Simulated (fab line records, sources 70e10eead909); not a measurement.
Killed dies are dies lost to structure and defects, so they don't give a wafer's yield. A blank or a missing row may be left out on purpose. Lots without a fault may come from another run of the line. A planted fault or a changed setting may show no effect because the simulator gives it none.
fab line records | flow nand_harc
record lots=7 wafers=21 last_day=26
route steps=1159 shown A_ZERO_WELL@403 A_SOURCE_PLATE@413 END@1159
lots that met no fault: from a run of the same line without faults
start_h: hours from the record's first day to the start of the lot's first wafer shown | wait_h: hours since the lot's step before | " the same as in the row above | L1.1+2: a row that stands for several wafers | - no value, or no start given | * or withheld: withheld | < > ~ a bound
route shown NAME@n: a module of which the file shows steps, and the number in the route of the first | usual: mean/standard deviation of fault-free wafers | same: alike in all rows | chamber/n: place in a boat | sites: the reading at each site | _std_site: their standard deviation | _edge_site: outer sites' mean less inner sites' | radius_mm: how far each site lies from the wafer's centre | mask NAME#n: copy n | behind: the tool/chamber that last shaped the wafer | hold: why the lot was held/for how many hours/how that ended | device: the transistor (n, p or np) that didn't switch | end of line: the same wafers' tests at the end of the route | a step without rows: its recipe alone | killed: dies lost to structure and defects at the first sort, not the wafer's yield | map: a wafer's dies, x killed, . not, _ none there
set.NAME: the setting as run; set.NAME@STEP: as run at that earlier step | model.NAME: the simulator's own value behind a step, which no gauge read
lots at some steps of the route; a table a step, a row a wafer
services: from which hour (start_h, from the record's first day; less than 0 if before it) a tool's chamber was out of use, for how many hours, and why
## steps
# step NHARC_A_ZERO_WELL_DESCUM_12
# recipe time_s=3 o2_flow_sccm=200 ar_flow_sccm=0 bias_power_w=0 chemistry=O2
# usual drypump_motor_current_A=5.7/0.41 oes_product_au=0.998/0.011 rf_vpp_V=57.6/0.89 showerhead_plenum_p_Torr=1.88/0.064 throttle_valve_pct=11.311/0.0086
# columns lot.wafer tool chamber start_h wait_h drypump_motor_current_A oes_product_au rf_hours_counter_h rf_vpp_V showerhead_plenum_p_Torr throttle_valve_pct
L145.4 rie_diel-10 0 145.24 - 5.9 0.990 10 57.2 1.87 11.315
L145.2 " 2 " " 6.1 0.991 7 57.1 1.94 11.332
L145.5 " 3 " " 5.1 1.018 - 57.7 1.91 11.311
L149.4 rie_diel-02 3 165.47 - 6.1 1.008 0 57.1 1.78 11.304
L149.3 " 0 " " 5.5 0.981 0 58.8 1.94 11.306
L149.5 " 0 " " 5.5 0.988 - 58.8 1.94 11.311
L151.1 rie_diel-02 1 179.43 - 6.1 0.996 3 58.5 1.80 11.303
L151.5 " 3 " " 6.1 1.000 - 57.8 1.78 11.300
L151.6 " 0 " " 5.5 0.996 - 57.9 1.94 11.300
L153.1 rie_diel-02 3 191.18 - 6.1 1.005 3 56.0 1.78 11.312
L153.3 " 0 " " 5.5 1.009 3 57.7 1.94 11.331
L153.6 " 1 " " 6.1 1.003 - 55.7 1.80 11.305
L154.1 rie_diel-10 2 238.49 - 6.1 0.974 4 58.2 1.94 11.329
L154.3 " 0 " " 6.0 0.986 5 56.7 1.87 11.321
L154.5 " 2 " " 6.1 0.980 - 58.1 1.94 11.303
L155.1 rie_diel-01 2 241.47 - 5.1 1.002 8 58.8 1.95 11.319
L155.2 " 1 " " 5.6 0.994 7 57.5 1.94 11.326
L155.6 " 3 " " 5.6 0.983 - 58.3 1.81 11.317
L167.4 rie_diel-02 1 272.44 - 6.1 1.007 13 57.4 1.80 11.314
L167.1 " 2 " " 5.4 0.981 12 58.7 1.88 11.304
L167.6 " 2 " " 5.3 0.991 - 57.6 1.88 11.311
# step NHARC_A_ZERO_WELL_ETCH_19
# recipe target_depth_a=800 overetch_a=240 time_s=87.88 ion_energy_ev=200 n2_flow_sccm=150 h2_flow_sccm=150 ar_flow_sccm=0 rf_w=400 bias_w=150 chemistry=N2/H2
# usual drypump_motor_current_A=5.7/0.41 oes_product_au=0.998/0.012 rf_fwd_power_W=397.4/1.2 rf_vpp_V=429.5/2.2 showerhead_plenum_p_Torr=2.00/0.069 throttle_valve_pct=14.171/0.0088
# columns lot.wafer tool chamber start_h wait_h drypump_motor_current_A oes_product_au rf_fwd_power_W rf_hours_counter_h rf_vpp_V showerhead_plenum_p_Torr throttle_valve_pct
L145.2 rie_diel-10 2 145.33 0.1 6.1 0.994 398.4 7 432.5 2.07 14.167
L145.4 " 0 " " 6.0 0.999 397.7 10 429.4 1.99 14.157
L145.5 " 2 " " 6.1 0.987 397.2 - 433.3 2.07 14.189
L149.4 rie_diel-02 1 165.56 0.1 6.0 0.989 395.5 1 426.7 1.92 14.175
L149.3 " 3 " " 6.2 1.000 396.1 0 427.5 1.90 14.155
L149.5 " 0 " " 5.5 0.997 396.9 - 433.7 2.07 14.170
L151.1 rie_diel-02 3 179.54 0.1 6.2 1.013 399.1 2 426.1 1.89 14.181
L151.5 " 1 " " 6.1 1.012 395.7 - 427.0 1.92 14.174
L151.6 " 3 " " 6.2 1.013 397.2 - 424.7 1.89 14.172
L153.3 rie_diel-02 1 191.26 0.1 6.1 0.998 398.4 4 427.2 1.92 14.182
L153.1 " 2 " " 5.3 1.006 398.1 4 428.0 2.01 14.178
L153.6 " 3 " " 6.2 1.003 398.5 - 426.1 1.89 14.169
L154.3 rie_diel-10 1 238.60 0.1 5.3 0.998 394.6 4 429.5 1.99 14.173
L154.1 " 2 " " 6.1 0.985 397.7 4 431.3 2.07 14.177
L154.5 " 3 " " 5.1 0.994 396.6 - 428.5 2.03 14.173
L155.1 rie_diel-01 3 241.56 0.1 5.6 0.972 396.9 8 427.1 1.92 14.171
L155.2 " 0 " " 6.3 0.991 397.8 6 432.4 2.06 14.158
L155.6 " 3 " " 5.6 0.981 398.2 - 426.5 1.92 14.177
L167.4 rie_diel-02 3 272.53 0.1 6.2 1.015 395.6 11 427.4 1.89 14.172
L167.1 " 1 " " 6.1 1.008 397.3 13 427.5 1.91 14.160
L167.6 " 0 " " 5.5 0.982 397.7 - 431.6 2.07 14.174
# step NHARC_A_ZERO_WELL_ETCH_13
# recipe target_depth_a=1200 time_s=40.1 hbr_flow_sccm=150 cl2_flow_sccm=50 rf_w=400 icp_w=400 bias_w=100 chemistry=HBr/Cl2
# usual drypump_motor_current_A=5.6/0.59 hbr_flow_sccm=150.0/0.38 mfc_cl2_sccm=49.99/0.16 oes_product_au=0.999/0.0086 rf_fwd_power_W=395.7/1.7 throttle_valve_pct=26.406/0.0096
# columns lot.wafer tool chamber start_h wait_h drypump_motor_current_A hbr_flow_sccm mfc_cl2_sccm oes_product_au rf_fwd_power_W rf_hours_counter_h throttle_valve_pct
L145.4 rie_si-03 2 145.46 - 5.4 150.1 50.32 1.005 395.3 1.1 26.410
L145.2 " 0 " " 6.3 150.0 49.86 1.002 391.2 1.1 26.411
L145.5 " 2 " " 5.3 150.3 50.22 1.001 396.4 - 26.393
L149.4 rie_si-03 2 165.69 - 5.3 149.9 50.01 0.996 397.7 0.0 26.421
L149.3 " 3 " " 6.6 150.1 50.02 0.999 396.7 0.0 26.420
L149.5 " 2 " " 5.3 150.1 50.18 1.005 397.3 - 26.389
L151.1 rie_si-06 0 179.68 - 5.3 150.2 49.72 0.997 394.0 1.3 26.401
L151.5 " 3 " " 5.8 149.5 49.86 0.991 398.7 - 26.418
L151.6 " 0 " " 5.3 149.7 49.86 1.007 393.9 - 26.398
L153.1 rie_si-03 3 191.37 - 6.6 150.0 49.88 0.994 397.4 0.2 26.410
L153.3 " 0 " " 6.2 150.1 50.01 0.988 392.9 0.3 26.402
L153.6 " 0 " " 6.2 150.4 50.04 0.986 391.4 - 26.397
L154.1 rie_si-05 2 238.71 - 5.7 150.2 50.11 1.001 397.1 1.2 26.412
L154.3 " 3 " " 4.8 150.2 49.82 1.004 392.6 1.2 26.403
L154.5 " 3 " " 4.8 150.6 49.82 1.007 394.8 - 26.421
L155.1 rie_si-03 1 241.68 - 5.5 149.7 50.25 0.991 396.3 0.5 26.412
L155.2 " 2 " " 5.3 149.5 49.94 0.983 396.7 0.5 26.402
L155.6 " 2 " " 5.3 149.4 49.99 0.993 394.4 - 26.410
L167.4 rie_si-05 3 272.66 - 4.8 150.6 50.07 1.001 394.9 0.2 26.419
L167.1 " 1 " " 4.9 150.1 49.97 0.996 394.7 0.2 26.403
L167.6 " 2 " " 5.7 150.6 50.07 0.993 394.7 - 26.402
# step NHARC_A_ZERO_WELL_STRIP_14
# recipe time_s=900 temp_c=130 chemistry=SPM
# step NHARC_A_ZERO_WELL_IMPLANT_15
# recipe energy_kev=150 dose_cm2=1e+13 tilt_deg=7
# step NHARC_A_ZERO_WELL_PRECLEAN_22
# recipe time_s=60 temp_c=50 bath_age_min=0 chemistry=SC1
# step NHARC_A_ZERO_WELL_SRD_23
# step NHARC_A_ZERO_WELL_RTA_16
# recipe temp_c=1000 time_s=10
# usual lamp_power_pct=28.8/0.74 lamp_zone_1_pct=28.8/0.73 lamp_zone_3_pct=28.8/0.74 wafer_temp_C_max=1004.9/0.99
# columns lot.wafer tool chamber start_h wait_h lamp_power_pct lamp_zone_1_pct lamp_zone_3_pct wafer_temp_C_max
L145.2 rtp_anneal-01 0 146.38 - 29.6 29.5 29.6 1005.1
L145.4 " 0 " " 29.6 29.6 29.5 1004.1
L145.5 " 0 " " 29.5 29.6 29.5 1004.7
L149.3 rtp_anneal-02 0 166.64 - 28.1 28.2 28.2 1005.5
L149.4 " 0 " " 28.2 28.2 28.1 1006.2
L149.5 " 0 " " 28.1 28.2 28.2 1005.6
L151.1 rtp_anneal-01 0 180.56 - 29.6 29.6 29.6 1005.5
L151.5 " 0 " " 29.6 29.6 29.6 1004.1
L151.6 " 0 " " 29.6 29.6 29.6 1004.1
L153.1 rtp_anneal-01 0 192.27 - 29.6 29.6 29.7 1005.4
L153.3 " 0 " " 29.7 29.6 29.6 1005.5
L153.6 " 0 " " 29.7 29.7 29.6 1006.4
L154.1 rtp_anneal-01 0 239.93 0.3 29.6 29.7 29.6 1003.9
L154.3 " 0 " " 29.6 29.7 29.6 1002.8
L154.5 " 0 " " 29.7 29.6 29.6 1004.8
L155.1 rtp_anneal-02 0 242.90 0.4 28.1 28.1 28.1 1005.1
L155.2 " 0 " " 28.2 28.2 28.2 1005.4
L155.6 " 0 " " 28.2 28.1 28.2 1003.9
L167.1 rtp_anneal-02 0 273.74 - 28.1 28.1 28.2 1005.3
L167.4 " 0 " " 28.2 28.1 28.1 1004.7
L167.6 " 0 " " 28.1 28.1 28.1 1003.8
# step NHARC_A_ZERO_WELL_INSPECT_17
# usual raw_defect_count=11/5.7
# columns lot.wafer tool chamber start_h wait_h raw_defect_count
L145.2 defect_inspect-02 - 146.55 0.1 5
L145.4 " - " " 6
L145.5 " - " " 12
L149.3 defect_inspect-02 - 166.78 0.1 14
L149.4 " - " " 4
L149.5 " - " " 7
L151.1 defect_inspect-01 - 180.76 0.2 9
L151.5 " - " " 6
L151.6 " - " " 7
L153.1 defect_inspect-02 - 192.47 0.2 16
L153.3 " - " " 6
L153.6 " - " " 6
L154.1 defect_inspect-02 - 240.13 0.2 11
L154.3 " - " " 4
L154.5 " - " " 7
L155.1 defect_inspect-01 - 243.10 0.2 6
L155.2 " - " " 12
L155.6 " - " " 8
L167.1 defect_inspect-01 - 273.94 0.2 10
L167.4 " - " " 14
L167.6 " - " " 12
# step NHARC_A_SOURCE_PLATE_PRECLEAN_00
# recipe time_s=60 chemistry=HF-LAST
# step NHARC_A_SOURCE_PLATE_SRD_01
# step NHARC_A_SOURCE_PLATE_OXIDE_02
# recipe target_thk_a=100 temp_c=900 ox_time_s=1362 material=SiO2
# usual ox_temp_c=900.0/0.34 ox_time_s=1362/0
# columns lot.wafer tool chamber start_h wait_h ox_temp_c ox_time_s
L145.2 furnace-03 0 149.91 - 900.1 1362
L145.4 " 0 " " 900.1 1362
L145.5 " 0 " " 899.8 1362
L149.3 furnace-03 0 171.57 - 899.6 1362
L149.4 " 0 " " 899.7 1362
L149.5 " 0 " " 899.6 1362
L151.1 furnace-03 0 184.13 - 899.8 1362
L151.5 " 0 " " 900.0 1362
L151.6 " 0 " " 899.9 1362
L153.1 furnace-03 - 195.83 - - -
L153.3 " - " " - -
L153.6 " - " " - -
L153.1 furnace-03 0 199.84 0.3 899.9 1362
L153.3 " 0 " " 899.6 1362
L153.6 " 0 " " 900.1 1362
L154.1 furnace-03 0 241.89 - 900.3 1362
L154.3 " 0 " " 900.0 1362
L154.5 " 0 " " 899.8 1362
L154.1 furnace-04 0 246.17 0.6 900.3 1362
L154.3 " 0 " " 900.1 1362
L154.5 " 0 " " 900.2 1362
L155.1 furnace-04 - 246.17 - - -
L155.2 " - " " - -
L155.6 " - " " - -
L155.1 furnace-04 0 250.12 0.3 900.2 1362
L155.2 " 0 " " 900.0 1362
L155.6 " 0 " " 900.1 1362
L167.1 furnace-03 0 277.30 - 900.0 1362
L167.4 " 0 " " 900.3 1362
L167.6 " 0 " " 899.8 1362
# step NHARC_A_SOURCE_PLATE_THK_MEAS_09
# recipe thk_meas_gauge=ellipsometry
# usual thk_nm=9.8/0.93
# columns lot.wafer tool chamber start_h wait_h thk_nm
L145.2 film_metro-02 - 153.98 0.4 10.0
L145.4 " - " " 8.7
L145.5 " - " " 10.2
L149.3 film_metro-02 - 175.63 0.4 10.5
L149.4 " - " " 9.3
L149.5 " - " " 9.9
L151.1 film_metro-02 - 188.15 0.4 10.1
L151.5 " - " " 9.7
L151.6 " - " " 10.8
L153.1 film_metro-02 - 204.29 0.7 16.2
L153.3 " - " " 16.1
L153.6 " - " " 16.0
L154.1 film_metro-02 - 250.55 0.7 15.3
L154.3 " - " " 16.7
L154.5 " - " " 15.8
L155.1 film_metro-01 - 254.50 0.7 14.2
L155.2 " - " " 14.7
L155.6 " - " " 15.1
L167.1 film_metro-02 - 281.37 0.4 8.2
L167.4 " - " " 9.0
L167.6 " - " " 10.2
# step NHARC_A_SOURCE_PLATE_PVD_04
# recipe target_thk_a=500 material=WSi2
# step NHARC_END_SORT_01
# recipe temp_c=25
# usual killed_at_array=27/12 killed_at_other=0.5/0.9 killed_at_periphery=3.7/2.7 killed_dies=31/12 killed_open=3.3/2 killed_short=2.0/1.4
# same gross_dies=677
# columns lot.wafer tool chamber start_h wait_h killed_at_array killed_at_other killed_at_periphery killed_dies killed_open killed_short
L154.1 prober-01 0 552.77 2.5 34 0 3 37 3 2
L154.3 prober-01 0 554.35 3.1 64 0 10 74 6 5
L155.1 prober-02 0 562.96 2.5 24 1 1 26 4 1
L155.2 prober-02 0 563.75 2.8 28 0 0 28 2 1
L155.6 prober-02 0 566.94 4.0 29 0 2 31 3 0
# killed by level:class
L154.1 A_CHANNEL_HOLE_D1:chamber_film_flake=18 A_SLIT:chamber_film_flake=6 A_CONTACT:chamber_film_flake=5 P_M1:chamber_film_flake=2 P_M0:geometric_particle:open=1 A_SOURCE_PLATE:geometric_particle:short=1 A_ONON_D1:geometric_particle:open=1 A_CONTACT:geometric_particle:open=1
L154.3 A_CHANNEL_HOLE_D1:chamber_film_flake=21 A_SLIT:chamber_film_flake=17 P_M1:chamber_film_flake=10 A_CONTACT:chamber_film_flake=8 A_STAIRCASE:chamber_film_flake=4 A_SOURCE_PLATE:geometric_particle:short=2 A_CHANNEL_FILL_D1:geometric_particle:short=2 A_WL_FILL:geometric_particle:open=2
L155.1 A_CHANNEL_HOLE_D1:chamber_film_flake=13 A_CONTACT:chamber_film_flake=3 P_GATE:geometric_particle:open=1 A_ONON_D1:geometric_particle:open=1 A_SGD_CUT:geometric_particle:open=1 A_WL_FILL:geometric_particle:short=1 A_CONTACT:geometric_particle:open=1 A_STAIRCASE:chamber_film_flake=1
L155.2 A_CHANNEL_HOLE_D1:chamber_film_flake=17 A_CONTACT:chamber_film_flake=8 A_CONTACT:geometric_particle:open=2 A_CONTACT:geometric_particle:short=1
L155.6 A_CHANNEL_HOLE_D1:chamber_film_flake=19 A_CONTACT:chamber_film_flake=3 P_GATE:chamber_film_flake=2 A_STAIRCASE:geometric_particle:open=1 A_CONTACT:geometric_particle:open=1 A_M0:geometric_particle:open=1 A_SLIT:chamber_film_flake=1 A_STAIRCASE:chamber_film_flake=1
## services
# columns tool chamber start_h hours kind
rie_diel-02 0 129.70 - clean
rie_diel-02 1 129.70 - clean
rie_diel-02 2 129.70 - clean
rie_diel-02 3 129.70 - clean
rie_diel-01 0 135.73 8.0 repair
rie_diel-01 - 137.80 9.0 pm
rie_diel-01 0 148.48 10.4 repair
rie_diel-01 1 149.29 4.6 repair
rie_diel-02 - 150.47 0.9 repair
rie_si-03 - 155.00 9.0 pm
rie_diel-10 1 159.11 26.6 repair
rie_diel-10 - 176.50 9.0 pm
rie_diel-01 2 177.92 9.8 repair
rie_diel-02 2 179.41 4.0 repair
rie_si-06 - 183.00 9.0 pm
rie_diel-10 3 203.34 5.7 repair
rie_si-05 3 208.00 4.6 repair
rie_si-05 1 208.17 6.1 repair
rie_si-05 2 210.17 2.5 repair
rie_si-06 1 211.95 6.1 repair
rie_diel-02 0 230.45 4.5 repair
rie_si-05 - 239.00 9.0 pm
rie_diel-01 3 258.18 6.2 repair
rie_diel-01 2 271.64 1.8 repair
## key
first_sign step=NHARC_A_SOURCE_PLATE_OXIDE_02 reading=visit direction=added
effect step=NHARC_A_SOURCE_PLATE_OXIDE_02 reading=tool_record direction=missing
effect step=NHARC_A_SOURCE_PLATE_THK_MEAS_09 reading=thk_nm direction=up sigmas=6.2 usual=9.8 struck=15.6
met_at NHARC_A_SOURCE_PLATE_OXIDE_02
struck_wafers L153.1,L153.3,L153.6,L154.1,L154.3,L154.5,L155.1,L155.2,L155.6
tester_left_out L153,L154,L155
fault kind=repeated_step_whole tool=furnace-03,furnace-04 chamber=- onset_h=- steps=NHARC_A_SOURCE_PLATE_OXIDE_02 times=1 scope=struck_lots_only
# tester_left_out: of these lots the tester's yield and bins aren't shown, on N5 and GAA mostly nor the transistor test; their killed dies are dies lost to structure and defects alone, not to doping, threshold or leakage, so they don't give the yield
